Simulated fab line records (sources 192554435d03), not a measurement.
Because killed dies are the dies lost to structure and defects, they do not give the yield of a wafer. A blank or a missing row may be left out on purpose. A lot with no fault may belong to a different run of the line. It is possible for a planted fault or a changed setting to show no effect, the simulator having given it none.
fab line records | flow n5_finfet
record: lots: 4 wafers: 12 last_day: 16
route steps=1938 shown STI_FIN_REVEAL@184 DUMMY_GATE@212 BEOL_M4@1111 PASSIVATION@1936
lots that met no fault: from a run of the same line without faults
start_h: hours from the record's first day to the start of the lot's first wafer shown | wait_h: time in hours since the lot's previous step | " the same as in the row above | L1.1+2: a single row standing in for several wafers | - no value, or no start was given | * or withheld: withheld | < > ~ a bound
route shown NAME@n: a module of which the file shows steps, and the number in the route of the first | usual: the fault-free wafers' mean and standard deviation | same: alike in all rows | chamber/n: place in a boat | sites: the reading at each site | _std_site: their standard deviation | _edge_site: outer sites' mean less inner sites' | radius_mm: for every site, how far away it sits from the centre of the wafer | mask NAME#n: copy n | behind: the tool/chamber that last shaped the wafer | hold: what put the lot on hold/how long, in hours/how the hold closed | device: the transistor (n, p or np) that didn't switch | end of line: the same wafers' tests at the end of the route | step lacking rows: just its recipe | killed: not the wafer's yield, but the dies lost to structure and defects at the first sort | map: the dies of a wafer, with x for killed, . for not killed, _ for no die there
set.NAME: setting as actually run; set.NAME@STEP: the setting as run at that earlier step | model.NAME: the simulator's own value behind a step, which no gauge read
certain route steps with their lots: each step a table, each wafer a row
services: a tool's chamber out of use, with start hour (start_h, from the record's first day; less than 0 if before it), hours out, and reason
== steps ==
step: N5_STI_FIN_REVEAL_ALD_14
recipe: material: Si3N4 target_thk_a: 30 temp_c: 400 ald_precursor_family: SiH2I2 ald_co_reactant: N2/H2-plasma pressure_torr: 2
step: N5_STI_FIN_REVEAL_FCVD_FILL_01
recipe: material: SiO2_flowable target_thk_a: 3120 temp_c: 100 pressure_torr: 0.8 rf_w: 2000 time_s: 512.2
step: N5_STI_FIN_REVEAL_DENSIFY_02
recipe: temp_c: 650 ambient: steam time_s: 1800 idle_temp_c: 400 densification_p_h2o_torr: 640
step: N5_STI_FIN_REVEAL_CMP_04
recipe: stop_on: Si3N4 t_overpolish_s: 4 down_force_psi: 2 platen_rpm: 54.18 post_cmp_clean: alkaline_brush pad_velocity_m_s: 1.078 target_thk_nm: 131.83
step: N5_STI_FIN_REVEAL_DENSIFY_30
recipe: temp_c: * time_s: * ambient: N2 idle_temp_c: 600 ramp_up_c_per_s: 150 ramp_down_c_per_s: 60 cool_to_c: 600
step: N5_STI_FIN_REVEAL_ETCHBACK_08
recipe: chemistry: C4F6/O2 target: SiO2 target_depth_a: 305 time_s: 10.167 ion_energy_ev: 250 pressure_mtorr: 30 source_w: 345 bias_w: 185 Ar_flow_sccm: 300 C4F6_flow_sccm: 10 O2_flow_sccm: 10
step: N5_STI_FIN_REVEAL_STRIP_24
recipe: chemistry: N2/H2 time_s: 90 power_w: 100 temp_c: 40 pressure_mtorr: 100 rf_frequency_hz: 6e+07 bias_power_w: 3 n2_flow_sccm: 300 h2_flow_sccm: 300
step: N5_STI_FIN_REVEAL_PRECLEAN_25
recipe: chemistry: SPM time_s: 90 temp_c: 120 mix: 4:1
step: N5_STI_FIN_REVEAL_PRECLEAN_26
recipe: chemistry: SC1 time_s: 45 temp_c: 46 mix: 1:2:100
step: N5_STI_FIN_REVEAL_PRECLEAN_29
recipe: chemistry: DHF time_s: 30 temp_c: 25 dilution: 300:1
step: N5_STI_FIN_REVEAL_SRD_12
recipe: time_s: 30 temp_c: 23 rinse_liquid: diw dry: ipa_marangoni
step: N5_STI_FIN_REVEAL_RECESS_09
recipe: chemistry: HF/NH3 target: SiO2 afs_cycles: 11 target_depth_a: 425 temp_c: 30 sublimation_temp_c: 180 sublimation_time_s: 60
usual: drypump_motor_current_A: 5.71/0.25
columns lot.wafer tool chamber start_h wait_h drypump_motor_current_A
L235.1 vapor_etch-02 1 59.41 0.0 5.98
L235.2 " 0 " " 5.27
L235.3 " 1 " " 5.98
L241.3 vapor_etch-02 1 95.83 0.6 5.98
L241.5 " 1 " " 5.98
L241.6 " 0 " " 5.25
L242.1 vapor_etch-02 0 101.84 0.0 5.23
L242.4 " 1 " " 5.99
L242.5 " 0 " " 5.25
L249.1 vapor_etch-01 0 143.75 0.0 5.61
L249.3 " 0 " " 5.62
L249.6 " 1 " " 5.91
step: N5_STI_FIN_REVEAL_STRIP_16
recipe: chemistry: H3PO4 material: SiNx temp_c: 165 target_depth_a: 238 overetch_fraction: 0.4964 dry: ipa_marangoni
step: N5_STI_FIN_REVEAL_PRECLEAN_17
recipe: chemistry: NF3:NH3 afs_cycles: 1 temp_c: 30 time_s: 20 sublimation_temp_c: 180 sublimation_time_s: 60 pressure_torr: 3 rf_power_w: 30
step: N5_STI_FIN_REVEAL_ETCH_34
recipe: chemistry: H2 mode: isotropic material: Si target: Si target_depth_a: 9.7 temp_c: 20 pressure_mtorr: 4.5 icp_w: 300 bias_w: 0 h2_flow_sccm: 7.5 he_flow_sccm: 142.5
step: N5_STI_FIN_REVEAL_OXIDATION_31
recipe: chemistry: O2_PLASMA_REMOTE temp_c: 150 time_s: 20 pressure_mtorr: 1000 source_power_w: 2000 o2_flow_sccm: 3000
step: N5_STI_FIN_REVEAL_PRECLEAN_32
recipe: chemistry: NF3:NH3 afs_cycles: 1 temp_c: 30 time_s: 20 sublimation_temp_c: 180 sublimation_time_s: 60 pressure_torr: 3 rf_power_w: 30
step: N5_STI_FIN_REVEAL_STRIP_35
recipe: chemistry: H3PO4 material: Si3N4 temp_c: 165 target_depth_a: 40 time_s: 39
step: N5_STI_FIN_REVEAL_SRD_21
recipe: dry: ipa_marangoni time_s: 30 temp_c: 23 rinse_liquid: diw
step: N5_STI_FIN_REVEAL_OXIDATION_33
recipe: chemistry: O2_PLASMA_REMOTE temp_c: 150 time_s: 20 pressure_mtorr: 1000 source_power_w: 2000 o2_flow_sccm: 3000
step: N5_STI_FIN_REVEAL_CLEAN_19
recipe: chemistry: O3/DIW temp_c: 25 time_s: 120 o3_ppm: 10
step: N5_STI_FIN_REVEAL_SRD_23
recipe: dry: ipa_marangoni time_s: 30 temp_c: 23 rinse_liquid: diw
step: N5_STI_FIN_REVEAL_FIN_H_MEAS_10
usual: trench_depth_nm: 51.7/0.8
columns lot.wafer tool chamber start_h wait_h trench_depth_nm
L235.1 ocd-02 - 62.17 0.0 53.6
L235.2 " - " " 53.2
L235.3 " - " " 51.5
L241.3 ocd-01 - 98.13 0.0 51.7
L241.5 " - " " 53.2
L241.6 " - " " 46.2
L242.1 ocd-02 - 104.58 0.0 45.5
L242.4 " - " " 50.8
L242.5 " - " " 45.9
L249.1 ocd-01 - 146.45 0.0 52.7
L249.3 " - " " 51.5
L249.6 " - " " 51.7
step: N5_STI_FIN_REVEAL_PRECLEAN_18
recipe: chemistry: SC2 time_s: 45 temp_c: 35 mix: 1:1:50
step: N5_STI_FIN_REVEAL_SRD_28
recipe: dry: ipa_marangoni time_s: 30 temp_c: 23 rinse_liquid: diw
step: N5_DUMMY_GATE_PRECLEAN_00
recipe: chemistry: O3/DIW time_s: 60 temp_c: 22 o3_ppm: 10
step: N5_DUMMY_GATE_SRD_01
recipe: time_s: 30 temp_c: 23 rinse_liquid: diw dry: ipa_marangoni
step: N5_DUMMY_GATE_ALD_02
recipe: material: SiO2 target_thk_a: 20 temp_c: 300 ald_precursor_family: BDEAS ald_co_reactant: O2-plasma pulse_time_s: 1 pressure_torr: 2
step: N5_DUMMY_GATE_CVD_03
recipe: material: a-Si target_thk_a: 1500 temp_c: 530 precursor: SiH4 time_s: 8042
step: N5_DUMMY_GATE_PRECLEAN_46
recipe: chemistry: DIW time_s: 89.5 temp_c: 23
step: N5_DUMMY_GATE_SRD_47
recipe: dry_time_s: 32 dry: n2_spin spin_rpm: 1500
step: N5_DUMMY_GATE_CMP_04
recipe: material: a-Si post_cmp_clean: alkaline_brush
step: N5_DUMMY_GATE_HM_DEP_06
recipe: material: SiNx target_thk_a: 800 precursor: DCS/NH3 temp_c: 700 pressure_mtorr: 300 time_s: 5141
step: N5_DUMMY_GATE_PECVD_30
recipe: material: SiO2 target_thk_a: 550 temp_c: 400 precursor: TEOS/O2 pressure_torr: 6.5 rf_w: withheld teos_flow_sccm: withheld gas: O2 flow_sccm: 2650 time_s: 10.8
step: N5_DUMMY_GATE_COAT_34
recipe: resist: SOC temp_c: 250 time_s: 60 spin_rpm: 1500 resist_thk_nm: 60
step: N5_DUMMY_GATE_COAT_35
recipe: resist: SiARC temp_c: 220 time_s: 60 spin_rpm: 1500 resist_thk_nm: 10
step: N5_DUMMY_GATE_COAT_28
recipe: resist: underlayer temp_c: 205 time_s: 60 spin_rpm: 1500 resist_thk_nm: 10
step: N5_DUMMY_GATE_COAT_09
recipe: resist: CAR-EUV spin_rpm: 1500 resist_thk_nm: 30
step: N5_BEOL_M4_RC_MEAS_101
usual: DIBL_N: 36.9/2.1 DIBL_P: 37.1/2.5 IOFF_N: 0.17/0.039 IOFF_N_85C: 3.3/0.62 IOFF_P: 0.23/0.043 IOFF_P_85C: 3.9/0.62 IOFF_P_LIN: 0.105/0.015 ION_N: 673/15 ION_P: 462/9.1 REXT_N: 75.2/1.6 SS_N: 71.8/0.69 SS_P: 73.6/0.74 VT_N: 250/3.6 VT_P: -249.7/2.9
columns lot.wafer tool chamber start_h wait_h DIBL_N[mV/V] DIBL_P[mV/V] IOFF_N[nA/um] IOFF_N_85C[nA/um] IOFF_P[nA/um] IOFF_P_85C[nA/um] IOFF_P_LIN[nA/um] ION_N[uA/um] ION_P[uA/um] REXT_N[ohm.um] SS_N[mV/dec] SS_P[mV/dec] VT_N[mV] VT_P[mV]
L235.1 prober-02 0 197.47 0.0 38.4 39.1 0.20 3.8 0.26 4.3 0.115 690 470 77.4 72.4 74.5 250 -250.4
L235.2 " 0 " " 35.2 35.7 0.16 3.2 0.21 3.6 0.100 691 471 75.8 71.2 73.7 251 -251.3
L235.3 " 0 " " 37.5 37.1 0.19 3.7 0.22 3.7 0.101 675 454 75.6 72.3 74.0 250 -252.9
L241.3 prober-02 0 230.44 0.3 38.0 35.9 0.20 3.7 0.23 3.8 0.107 667 459 75.7 72.6 73.9 250 -248.9
L241.5 " 0 " " 37.6 38.5 0.20 3.7 0.27 4.4 0.120 691 482 75.9 71.8 73.8 245 -248.6
L241.6 " 0 " " 47.5 52.4 0.79 11.6 2.59 29.7 0.201 588 422 80.8 86.3 97.7 255 -249.2
L242.1 prober-01 0 241.76 0.0 54.2 46.3 1.88 25.2 1.12 14.9 0.157 607 418 83.8 95.8 85.6 249 -247.9
L242.4 " 0 " " 36.7 35.8 0.16 3.3 0.23 3.8 0.102 668 461 77.7 71.4 73.7 253 -248.0
L242.5 " 0 " " 55.3 41.1 2.13 27.8 0.61 8.9 0.115 596 412 82.8 103.0 81.7 256 -252.2
L249.1 prober-01 0 279.40 0.0 34.8 34.5 0.13 2.6 0.16 2.9 0.079 670 456 76.0 71.0 72.6 255 -254.5
L249.3 " 0 " " 34.7 35.2 0.12 2.5 0.17 3.1 0.085 648 450 75.9 71.9 73.1 256 -254.4
L249.6 " 0 " " 35.3 34.9 0.13 2.6 0.16 2.9 0.078 640 442 74.8 71.6 72.8 256 -255.4
step: N5_PASSIVATION_PROBE_49
usual: defect_limited_yield: 91.3/1.4 killed_at_M0_to_M3: 32/9.5 killed_at_M4_up: 14/5.2 killed_at_contacts: 13/5.7 killed_at_front_end: 41/12 killed_at_other: 3.5/2.6 killed_dies: 103/17 killed_open: 68/14 killed_short: 32/7 sort_bin_4_leakage: 0.01/0.051 sort_bin_5_function: 5.0/0.91 sort_bin_6_memory: 3.3/0.7 sort_bin_8_speed: 0.03/0.22 sort_n_pass: 1076/17 sort_yield_pct: 91.2/1.4
same: gross_dies: 1180 killed_at_back_side: 0
columns lot.wafer tool chamber start_h wait_h defect_limited_yield[%] killed_at_M0_to_M3 killed_at_M4_up killed_at_contacts killed_at_front_end killed_at_other killed_dies killed_open killed_short sort_bin_4_leakage[%] sort_bin_5_function[%] sort_bin_6_memory[%] sort_bin_8_speed[%] sort_n_pass sort_yield_pct[%]
L235.1 prober-01 - 301.33 0.0 91.9 28 16 8 38 5 95 65 28 0 5.0 2.8 0 1085 91.9
L235.2 prober-01 - 301.38 0.1 92.0 45 9 7 30 3 94 69 22 0 5.5 2.4 0 1086 92.0
L235.3 prober-01 - 301.43 0.1 90.8 57 13 8 29 1 108 66 39 0 5.8 3.0 0 1072 90.8
L241.3 prober-01 - 331.27 0.1 92.9 18 17 4 37 8 84 48 36 0 4.4 2.4 0 1096 92.9
L241.6 prober-01 - 331.42 0.3 92.1 24 12 15 39 3 93 71 22 92.12 5.3 2.6 0 0 0
L242.1 prober-01 - 342.37 0.0 90.7 21 11 15 53 10 110 80 28 90.68 5.8 3.3 0 0 0
L242.4 prober-01 - 342.52 0.2 90.4 22 8 13 61 9 113 71 37 0 5.2 3.6 0 1067 90.4
L242.5 prober-01 - 342.57 0.2 90.4 16 22 10 59 6 113 72 35 90.42 5.4 3.4 0 0 0
L249.1 prober-01 - 373.19 0.0 93.1 25 9 1 34 12 81 48 24 0 3.5 2.6 0 1099 93.1
L249.3 prober-01 - 373.29 0.1 89.0 40 14 20 51 5 130 94 34 0 7.3 3.3 0 1050 89.0
L249.6 prober-01 - 373.44 0.3 93.4 21 11 8 33 5 78 48 28 0 3.9 2.3 0.17 1100 93.2
killed by level:class
L235.1 BEOL_M2:geometric_particle:open=9 FIN_SAQP:geometric_particle:open=8 STI_FIN_REVEAL:geometric_particle:open=6 GATE_CUT:geometric_particle:short=6 GATE_CUT:geometric_particle:open=6 MOL_CONTACT_COAG:geometric_particle:open=6 BEOL_M3:geometric_particle:open=5 BEOL_M4:geometric_particle:open=5
L235.2 STI_FIN_REVEAL:geometric_particle:open=12 BEOL_M3:geometric_particle:open=10 MOL_CONTACT_COAG:geometric_particle:open=7 BEOL_M0_SAQP:geometric_particle:short=7 BEOL_M2:geometric_particle:open=7 BEOL_M0_SAQP:geometric_particle:open=6 BEOL_M1:geometric_particle:open=6 BEOL_M0:geometric_particle:open=5
L235.3 BEOL_M0_SAQP:geometric_particle:short=19 BEOL_M3:geometric_particle:open=12 BEOL_M0_SAQP:geometric_particle:open=9 BEOL_M0:geometric_particle:open=9 FIN_SAQP:geometric_particle:short=7 MOL_CONTACT_COAG:geometric_particle:open=7 BEOL_M4:geometric_particle:open=7 STI_FIN_REVEAL:geometric_particle:open=5
L241.3 STI_FIN_REVEAL:geometric_particle:open=9 FIN_SAQP:geometric_particle:open=6 FIN_SAQP:geometric_particle:short=6 BEOL_M0_SAQP:geometric_particle:short=5 BEOL_M0_SAQP:geometric_particle:open=4 BEOL_M4:geometric_particle:open=4 STI_FIN_REVEAL:geometric_particle:short=3 MOL_CONTACT_COAG:geometric_particle:short=3
L241.6 MOL_CONTACT_COAG:geometric_particle:open=14 BEOL_M1:geometric_particle:open=13 FIN_SAQP:geometric_particle:short=12 STI_FIN_REVEAL:geometric_particle:open=11 FIN_SAQP:geometric_particle:open=8 BEOL_M0_SAQP:geometric_particle:open=6 BEOL_M5:geometric_particle:open=6 BEOL_M4:geometric_particle:open=5
L242.1 STI_FIN_REVEAL:geometric_particle:open=13 MOL_CONTACT_COAG:geometric_particle:open=13 FIN_SAQP:geometric_particle:open=10 FIN_SAQP:geometric_particle:short=6 BEOL_M0_SAQP:geometric_particle:open=5 BEOL_M4:geometric_particle:open=5 ILD0:geometric_particle:open=4 GATE_CUT:geometric_particle:short=4
L242.4 STI_FIN_REVEAL:geometric_particle:open=20 MOL_CONTACT_COAG:geometric_particle:open=10 FIN_SAQP:geometric_particle:open=9 STI_FIN_REVEAL:geometric_particle:short=7 BEOL_M2:geometric_particle:open=7 ILD0:geometric_particle:short=5 FIN_SAQP:geometric_particle:short=4 BEOL_M0:geometric_particle:open=4
L242.5 FIN_SAQP:geometric_particle:open=14 GATE_CUT:geometric_particle:short=10 BEOL_M4:geometric_particle:open=9 MOL_CONTACT_COAG:geometric_particle:open=8 STI_FIN_REVEAL:geometric_particle:open=7 FIN_SAQP:geometric_particle:short=6 HKMG_FIN:area_etch=6 BEOL_M5:geometric_particle:open=4
L249.1 STI_FIN_REVEAL:geometric_particle:open=8 HKMG_FIN:area_etch=7 BEOL_M2:geometric_particle:open=6 MIM_TOP_ETCH:geometric_particle:short=5 FIN_SAQP:geometric_particle:open=4 BEOL_M0_SAQP:geometric_particle:short=4 BEOL_M1:geometric_particle:open=4 BEOL_M3:geometric_particle:open=4
L249.3 MOL_CONTACT_COAG:geometric_particle:open=17 FIN_SAQP:geometric_particle:open=16 FIN_SAQP:geometric_particle:short=10 BEOL_M0_SAQP:geometric_particle:open=10 BEOL_M0_SAQP:geometric_particle:short=9 STI_FIN_REVEAL:geometric_particle:open=8 BEOL_M2:geometric_particle:open=8 BEOL_M3:geometric_particle:open=4
L249.6 FIN_SAQP:geometric_particle:open=8 MOL_CONTACT_COAG:geometric_particle:open=7 BEOL_M2:geometric_particle:open=7 BEOL_M1:geometric_particle:open=6 FIN_SAQP:geometric_particle:short=5 STI_FIN_REVEAL:geometric_particle:open=5 GATE_CUT:geometric_particle:short=4 BEOL_M0_SAQP:geometric_particle:short=4
map L241.5 (x killed, . not)
_________________............________________
______________.................._____________
___________....x....x....x.........__________
__________..................x.x....._________
________.........xx.......xx...x.x...._______
_______.................x...x..........______
______..x..............................._____
_____....................x............x..____
____.........x.....................x.x...x___
___..........x..........x........x.........__
___..x......x....x...................x.....__
__.x......x..........x......................_
__.......x...........x..x..x......x...x..x.._
_.....x................................x..x.x
_................................x...........
_.....x.............x....................x...
_x..x..................x.......x..x..........
_..x.......x..x.....x.................x......
_.........x.........x......x.........x.......
_..x......x........x.............x....x.....x
_.............x.x.................x........x.
__.............................xx..........x_
__............x..........xx................._
___....x.............x.........x...........__
___.......x..........x.x..............x....__
____........................x.............___
_____...x.....x...............x........x.____
______............x....................x_____
_______......x........x................______
________...x...x............x..x.x...._______
__________............x.x..........._________
___________...x..............x..x..__________
______________..x..............._____________
_________________............________________
map L242.4 (x killed, . not)
_________________............________________
______________.....x.....xx....._____________
___________........................__________
__________x.................x.....x._________
________...x.x.....x...........x....x._______
_______........x........x.xx..........x______
______x.......x.......x..........x....x._____
_____.....x.......x......x...............____
____.x...........x............xx......x..x___
___....................xx..................__
___....x...x......xx...........x.....x...x.__
__...x...x.........x...............x........_
__....................x....................x_
_.....x.......x......x............x..........
_................................x.....x.....
_...............x.........x......x..x........
_x...................x.x.................x...
_............xx.x..........x.................
_....x...x...............x...x...........x...
_.x.........x...............x.....x..x.x.x...
_.......x...........x...x....x....x....x.....
__.x....................x........x.....x...._
__.xx..............................x.......x_
___......................................x.__
___.x........xx...............xx.....x.....__
____........x..........................x..___
_____.....................x..............____
______..x.x...........x................x_____
_______................................______
________...xx....x...................._______
__________...x...x.............x.x.._________
___________....................xx..__________
______________.................._____________
_________________...........x________________
== services ==
columns tool chamber start_h hours kind
vapor_etch-01 - 87.23 0.1 repair
== key ==
first_sign: step: N5_STI_FIN_REVEAL_FIN_H_MEAS_10 reading: trench_depth_nm direction: down sigmas: 7.4 usual: 51.7 struck: 45.9
effect: step: N5_BEOL_M4_RC_MEAS_101 reading: IOFF_N direction: up sigmas: 37 usual: 0.17 struck: 1.60
effect: step: N5_BEOL_M4_RC_MEAS_101 reading: SS_N direction: up sigmas: 34 usual: 71.8 struck: 95.1
effect: step: N5_BEOL_M4_RC_MEAS_101 reading: IOFF_N_85C direction: up sigmas: 29 usual: 3.3 struck: 21.5
effect: step: N5_BEOL_M4_RC_MEAS_101 reading: IOFF_P direction: up sigmas: 28 usual: 0.23 struck: 1.44
effect: step: N5_BEOL_M4_RC_MEAS_101 reading: IOFF_P_85C direction: up sigmas: 22 usual: 3.9 struck: 17.9
effect: step: N5_BEOL_M4_RC_MEAS_101 reading: SS_P direction: up sigmas: 20 usual: 73.6 struck: 88.3
effect: step: N5_BEOL_M4_RC_MEAS_101 reading: DIBL_N direction: up sigmas: 7.5 usual: 36.9 struck: 52.3
effect: step: N5_BEOL_M4_RC_MEAS_101 reading: ION_N direction: down sigmas: 5.1 usual: 673 struck: 597
effect: step: N5_BEOL_M4_RC_MEAS_101 reading: ION_P direction: down sigmas: 4.9 usual: 462 struck: 418
effect: step: N5_BEOL_M4_RC_MEAS_101 reading: REXT_N direction: up sigmas: 4.4 usual: 75.2 struck: 82.5
effect: step: N5_BEOL_M4_RC_MEAS_101 reading: DIBL_P direction: up sigmas: 3.8 usual: 37.1 struck: 46.6
effect: step: N5_BEOL_M4_RC_MEAS_101 reading: IOFF_P_LIN direction: up sigmas: 3.6 usual: 0.105 struck: 0.157 wafers_moved: 2
effect: step: N5_PASSIVATION_PROBE_49 reading: sort_bin_4_leakage direction: up sigmas: 99+ usual: 0.01 struck: 91.07
met_at N5_STI_FIN_REVEAL_RECESS_09
struck_wafers L241.6,L242.1,L242.5
onset_between 59.41 95.83
fault: kind: process_parameter_drift tool: vapor_etch-02 chamber: 0 onset_h: 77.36 steps: N5_STI_FIN_REVEAL_RECESS_09 channel: target_depth_a offset: -55.808 shape: step end_h: 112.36 acts_in: these_recipes_only stated: 425
